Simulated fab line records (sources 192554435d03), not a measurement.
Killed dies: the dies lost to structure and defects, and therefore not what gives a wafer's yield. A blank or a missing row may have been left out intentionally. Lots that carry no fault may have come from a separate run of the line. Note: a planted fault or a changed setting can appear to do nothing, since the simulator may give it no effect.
Matching of chambers -- flow n5-finfet -- N5_ZERO_LAYER_ETCH_17 on rie-diel-03: 4 sister chambers
The step etches SiO2 in CF4, target depth 12 nm, time 13.3 s. 4 wafers are shown with their chamber, then 8 later ones without.

== WAFERS, EACH WITH ITS CHAMBER ==
wafer,chamber,showerhead-plenum-p-Torr (Torr)
L079.2,3,2.02
L083.1,1,2.14
L083.5,0,2.16
L085.1,2,2.16

== WAFERS WITHOUT THEIR CHAMBER ==
wafer,showerhead-plenum-p-Torr (Torr)
L085.3,2.27
L085.5,2.13
L086.1,2.13
L086.3,2.27
L086.6,2.27
L096.4,2.27
L096.5,2.13
L096.6,2.15

== WHICH CHAMBER EACH ONE RAN IN ==
wafer,from the rows above,in truth
L085.3,can't be placed: 0 or 2 or 1 or 3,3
L085.5,can't be placed: 1 or 0 or 2 or 3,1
L086.1,can't be placed: 1 or 0 or 2 or 3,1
L086.3,can't be placed: 0 or 2 or 1 or 3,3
L086.6,can't be placed: 0 or 2 or 1 or 3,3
L096.4,can't be placed: 0 or 2 or 1 or 3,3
L096.5,can't be placed: 1 or 0 or 2 or 3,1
L096.6,can't be placed: 1 or 0 or 2 or 3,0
0 of 8 placed correctly. Unplaceable from these rows: 8, with the true chamber sitting among the candidates in 8. Number placed wrongly: 0.
How it was worked out, from the rows above alone: a wafer's distance from a chamber is the root of the sum, over the readings, of the square of ((its reading less the chamber's mean) divided by the reading's scatter). The wafer belongs to the nearest chamber; if the next one is less than 2 further off, it can't be placed. Each chamber's mean is taken over the wafers shown for it. The scatter (one wafer shown for each chamber): square how far every hidden wafer sits from the nearest shown wafer, average those squares and take the square root.
